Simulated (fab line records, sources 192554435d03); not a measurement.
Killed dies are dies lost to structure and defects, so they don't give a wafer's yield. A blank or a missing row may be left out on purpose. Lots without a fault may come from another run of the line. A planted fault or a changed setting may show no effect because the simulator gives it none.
Chamber matching | flow n5_finfet | N5_BEOL_M15_STRIP_36 on rie_diel-05: 4 sister chambers
The step strips in O2. 4 wafers are shown with their chamber, then 8 later ones without.

WAFERS WITH THEIR CHAMBER
wafer  | chamber | showerhead_plenum_p_Torr (Torr)
L086.1 | 0       | 2.15
L086.3 | 2       | 2.14
L086.4 | 1       | 2.10
L088.1 | 3       | 2.05

WAFERS WITHOUT THEIR CHAMBER
wafer  | showerhead_plenum_p_Torr (Torr)
L088.4 | 2.14
L088.5 | 2.14
L091.3 | 2.10
L091.4 | 2.05
L091.6 | 2.14
L097.1 | 2.14
L097.2 | 2.13
L097.3 | 2.05

WHICH CHAMBER EACH WENT THROUGH
wafer  | from the rows above | in truth
L088.4 | 2                   | 2
L088.5 | 2                   | 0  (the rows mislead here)
L091.3 | 1                   | 1
L091.4 | 3                   | 3
L091.6 | 2                   | 2
L097.1 | 2                   | 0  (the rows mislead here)
L097.2 | 2                   | 2
L097.3 | 3                   | 3
Placed correctly: 6 of 8. Can't be placed from these rows: 0. Placed wrongly: 2.
How it was worked out, from the rows above alone: a wafer's distance from a chamber is the root of the sum, over the readings, of the square of ((its reading less the chamber's mean) divided by the reading's scatter). The wafer belongs to the nearest chamber; if the next one is less than 2 further off, it can't be placed. A chamber's mean is the mean of its shown wafers. The scatter: with one shown wafer a chamber, the root of the mean of the squares of how far each hidden wafer lies from its nearest shown one.
